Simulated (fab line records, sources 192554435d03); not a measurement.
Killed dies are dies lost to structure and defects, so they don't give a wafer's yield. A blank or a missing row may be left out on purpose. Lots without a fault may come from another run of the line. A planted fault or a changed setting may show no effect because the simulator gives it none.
Chamber matching | flow n5_finfet | N5_STI_FIN_REVEAL_ALD_14 on ald_sin-04: 4 sister chambers
The step deposits Si3N4, target thk 3 nm. 8 wafers are shown with their chamber, then 9 later ones without.

WAFERS WITH THEIR CHAMBER
wafer  | chamber | heater_power_w (W)
L076.2 | 3       | 685
L076.5 | 3       | 677
L085.1 | 2       | 911
L085.3 | 0       | 970
L085.4 | 1       | 762
L088.1 | 2       | 897
L088.2 | 1       | 765
L088.3 | 0       | 944

WAFERS WITHOUT THEIR CHAMBER
wafer  | heater_power_w (W)
L088.4 | 652
L088.5 | 664
L088.6 | 888
L094.1 | 785
L094.4 | 888
L094.5 | 950
L096.3 | 666
L096.4 | 899
L096.6 | 902

WHICH CHAMBER EACH WENT THROUGH
wafer  | from the rows above | in truth
L088.4 | 3                   | 3
L088.5 | 3                   | 3
L088.6 | 2                   | 2
L094.1 | 1                   | 1
L094.4 | 2                   | 2
L094.5 | 0                   | 0
L096.3 | 3                   | 3
L096.4 | 2                   | 2
L096.6 | 2                   | 2
Placed correctly: 9 of 9. Can't be placed from these rows: 0. Placed wrongly: 0.
How it was worked out, from the rows above alone: a wafer's distance from a chamber is the root of the sum, over the readings, of the square of ((its reading less the chamber's mean) divided by the reading's scatter). The wafer belongs to the nearest chamber; if the next one is less than 2 further off, it can't be placed. A chamber's mean is the mean of its shown wafers. The scatter: the root of (the sum of the squares of (reading less its chamber's mean) over the shown wafers, divided by (wafers less chambers)).
